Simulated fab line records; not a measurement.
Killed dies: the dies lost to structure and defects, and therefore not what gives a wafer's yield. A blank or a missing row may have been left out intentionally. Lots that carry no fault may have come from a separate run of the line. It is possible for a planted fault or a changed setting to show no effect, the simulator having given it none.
Chamber matching :: flow nandHarc :: NHARC_A_BONDPAD_DESCUM_11 on rieDiel-04: 4 sister chambers
The step chemistry O2, time 3 s. 4 wafers are shown with their chamber, then 7 later ones without.

WAFERS WITH THEIR CHAMBER
wafer: L080.1
chamber: 2
showerheadPlenumPTorr (Torr): 1.84

wafer: L082.5
chamber: 3
showerheadPlenumPTorr (Torr): 1.78

wafer: L091.2
chamber: 0
showerheadPlenumPTorr (Torr): 2.00

wafer: L091.3
chamber: 1
showerheadPlenumPTorr (Torr): 1.92

WAFERS MISSING THEIR CHAMBER
wafer: L091.4
showerheadPlenumPTorr (Torr): 1.83

wafer: L095.1
showerheadPlenumPTorr (Torr): 1.83

wafer: L095.2
showerheadPlenumPTorr (Torr): 2.00

wafer: L095.6
showerheadPlenumPTorr (Torr): 1.77

wafer: L097.1
showerheadPlenumPTorr (Torr): 2.00

wafer: L097.3
showerheadPlenumPTorr (Torr): 1.83

wafer: L097.5
showerheadPlenumPTorr (Torr): 1.77

WHICH CHAMBER EACH WENT THROUGH
wafer: L091.4
from the rows above: 2
in truth: 2

wafer: L095.1
from the rows above: 2
in truth: 2

wafer: L095.2
from the rows above: 0
in truth: 0

wafer: L095.6
from the rows above: 3
in truth: 3

wafer: L097.1
from the rows above: 0
in truth: 0

wafer: L097.3
from the rows above: 2
in truth: 2

wafer: L097.5
from the rows above: 3
in truth: 3
Placed correctly: 7 of 7. Not placeable from these rows: 0. Number placed wrongly: 0.
How it was worked out, from the rows above alone: a wafer's distance from a chamber is the root of the sum, over the readings, of the square of ((its reading less the chamber's mean) divided by the reading's scatter). If the next closest chamber is less than 2 further off than the closest, the wafer can't be placed; otherwise it belongs to the closest. Each chamber's mean is taken over the wafers shown for it. The scatter (one wafer shown for each chamber): square how far every hidden wafer sits from the nearest shown wafer, average those squares and take the square root.
